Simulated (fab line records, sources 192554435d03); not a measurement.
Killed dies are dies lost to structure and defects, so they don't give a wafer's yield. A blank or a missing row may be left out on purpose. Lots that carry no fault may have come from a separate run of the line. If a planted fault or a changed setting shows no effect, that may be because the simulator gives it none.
A struck lot beside a sound one | flow n5_finfet | 20 steps out of a route of 1938
Sound: the wafers L881.2, L881.4, L881.5. Struck: wafer L892.6. (L892.2 of the same lot was not struck and is left out.) The cause comes at the end.
Each step with rows lists, per side, the tool, then ch with its chambers, then its first start. Under that, the readings that differ: sound wafers | struck wafers | difference of the means | sigmas: that difference in standard deviations of wafers without a fault.
alike: same words and numbers on both sides, and readings whose means sit less than 2 such deviations apart. not compared: any withheld reading, any reading some wafer has no value for, any bound like >300 that may hide the same value, and any number with overlapping values for which the record gives no deviation.
The two part at a step that has a row with sigmas, a row that says differs or no value, or rows on one side only. Non-overlapping numbers with no deviation appear without sigmas and do not part them. A reading that every wafer of one side lacks parts them only if that side has two wafers or more.

N5_BEOL_M12_ETCH_67: etches SiARC in CF4, target depth 143 nm, time 238.3 s.
  sound on rie_diel-01 ch 0,2,3, day 10 23:12; struck on rie_diel-05 ch 2, day 14 03:14
  reading                     | sound       | struck | difference | sigmas
  drypump_motor_current_A (A) | 5.7 5.2 5.1 | 6.2    | +0.9       | +2
  alike: etch_rf_on_time_s, oes_product_au, rf_vpp_V, showerhead_plenum_p_Torr, throttle_valve_pct
  not compared: rf_hours_counter_h
N5_BEOL_M12_ETCH_68: etches SOC in N2/H2, time 285 s.
  sound on rie_diel-01 ch 0,2,3, day 10 23:21; struck on rie_diel-05 ch 2, day 14 03:23
  alike: drypump_motor_current_A, n2_flow_sccm, oes_product_au, rf_vpp_V, showerhead_plenum_p_Torr, throttle_valve_pct
  not compared: rf_hours_counter_h
then, 1 step without rows for these wafers: N5_BEOL_M12_STRIP_69 (strips in N2/H2).
N5_BEOL_M12_TRENCH_ETCH_34: etches SiOC in C4F8/O2/Ar, target depth 318.95 nm, time 125.5 s.
  sound on rie_diel-01 ch 0,2,3, day 10 23:32; struck on rie_diel-05 ch 2, day 14 03:34
  alike: drypump_motor_current_A, oes_product_au, rf_vpp_V, showerhead_plenum_p_Torr, throttle_valve_pct
  not compared: rf_hours_counter_h
then, 1 step without rows for these wafers: N5_BEOL_M12_STRIP_70 (strips in C4F8/O2/Ar).
N5_BEOL_M12_OCD_MEAS_35:
  sound: ocd-02 at day 10 23:41; struck: ocd-01 at day 14 03:43
  alike: trench_depth_nm
N5_BEOL_M12_STRIP_37: strips in N2/H2.
  sound on plasma_asher-01 ch 0,1, day 10 23:43; struck on plasma_asher-02 ch 0, day 14 03:56
  alike: drypump_motor_current_A, heater_power_w, n2_flow_sccm, oes_product_au
  not compared: rf_hours_counter_h
then, 5 steps without rows for these wafers: N5_BEOL_M12_ETCH_38 (etches SiCN in CF4/N2, target depth 68.7 nm, time 73.4 s); N5_BEOL_M12_PRECLEAN_39 (cleans in residue remover, time 60 s); N5_BEOL_M12_SRD_40 (time 30 s, dry time 30 s); N5_BEOL_M12_DEGAS_41 (time 60 s); N5_BEOL_M12_PRE_CLEAN_42 (time 30 s).
N5_BEOL_M12_SPUTTER_43: material TaN, target thk 15 nm, time 24.19 s.
  sound: pvd_sputter-03 at day 11 02:16; struck: pvd_sputter-01 at day 14 06:01
  reading                                      | sound          | struck | difference | sigmas
  model.TaN_of_BEOL_M12_SPUTTER_43.thk_nm (nm) | 14.6 14.6 14.8 | 16.6   | +1.9       |
  alike: throttle_valve_pct
N5_BEOL_M12_SPUTTER_44: material Ta, target thk 10 nm, time 16.13 s.
  sound: pvd_sputter-03 at day 11 02:21; struck: pvd_sputter-01 at day 14 06:06
  alike: throttle_valve_pct
then, 3 steps without rows for these wafers: N5_BEOL_M12_SPUTTER_45 (material Cu, target thk 80 nm, time 13.33 s); N5_BEOL_M12_ECD_47 (material Cu, target thk 720 nm); N5_BEOL_M12_ANNEAL_48 (time 90 s).
N5_BEOL_M12_CMP_49: polishes, stops on SiOC, t overpolish 20.6 s, target thk 320 nm.
  sound on cmp-03 ch 1,3, day 11 03:01; struck on cmp-04 ch 3, day 14 06:50
  reading                      | sound          | struck | difference | sigmas
  barrier_field_endpoint_s (s) | 30.1 31.8 31.2 | 33.7   | +2.7       | +4
  alike: edge_zone_pressure_frac, head_pressure_psi, motor_current_A
  not compared: pad_life_wafers
N5_BEOL_M12_THK_MEAS_50: measures by xrf.
  sound: film_metro-02 at day 11 03:17; struck: film_metro-02 at day 14 07:04
  alike: M12_THK
following that, these wafers have no rows for 1 step: N5_PASSIVATION_PROBE_49.

== WHERE THEY PART ==
At N5_BEOL_M12_ETCH_67 first; at N5_BEOL_M12_CMP_49 last (within this record only). Later steps at which nothing parts them and some readings are alike: N5_BEOL_M12_THK_MEAS_50.

WHY: the cause the simulator had injected
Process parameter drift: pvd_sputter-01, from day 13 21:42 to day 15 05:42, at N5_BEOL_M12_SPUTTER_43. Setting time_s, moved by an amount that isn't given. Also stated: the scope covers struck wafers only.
